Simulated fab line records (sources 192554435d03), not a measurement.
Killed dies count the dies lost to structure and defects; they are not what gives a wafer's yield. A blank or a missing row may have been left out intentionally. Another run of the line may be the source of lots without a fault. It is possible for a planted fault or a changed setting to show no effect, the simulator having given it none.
Chamber matching | flow n5-finfet | 4 sister chambers for N5_BEOL_M3_STRIP_36 on rie-diel-01
The step strips in N2/H2. 4 wafers are shown with their chamber, then 10 later ones without.

WAFERS PAIRED WITH THEIR CHAMBERS
wafer  | chamber | showerhead-plenum-p-Torr (Torr)
L081.5 | 2       | 2.59
L084.4 | 0       | 2.62
L085.3 | 3       | 2.46
L087.4 | 1       | 2.61

WAFERS MISSING THEIR CHAMBER
wafer  | showerhead-plenum-p-Torr (Torr)
L087.5 | 2.62
L092.1 | 2.60
L092.3 | 2.61
L092.6 | 2.60
L094.2 | 2.58
L094.3 | 2.60
L094.6 | 2.61
L095.1 | 2.46
L095.2 | 2.58
L095.3 | 2.60

WHICH CHAMBER EACH WENT THROUGH
wafer  | from the rows above          | in truth
L087.5 | can't be placed: 0 or 1      | 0
L092.1 | can't be placed: 1 or 2 or 0 | 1
L092.3 | can't be placed: 1 or 0      | 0
L092.6 | can't be placed: 1 or 2 or 0 | 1
L094.2 | 2                            | 2
L094.3 | can't be placed: 1 or 2 or 0 | 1
L094.6 | can't be placed: 1 or 0      | 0
L095.1 | 3                            | 3
L095.2 | 2                            | 2
L095.3 | can't be placed: 1 or 2 or 0 | 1
Correctly placed: 3 of 10. Can't be placed from these rows: 7 (the true chamber is among the candidates in 7). Number placed wrongly: 0.
How it was worked out, from the rows above alone: a wafer's distance from a chamber is the root of the sum, over the readings, of the square of ((its reading less the chamber's mean) divided by the reading's scatter). The wafer belongs to the nearest chamber; if the next one is less than 2 further off, it can't be placed. A chamber's mean is the mean of its shown wafers. The scatter: root of mean squared gap, hidden wafer to nearest shown wafer, with one shown wafer a chamber.
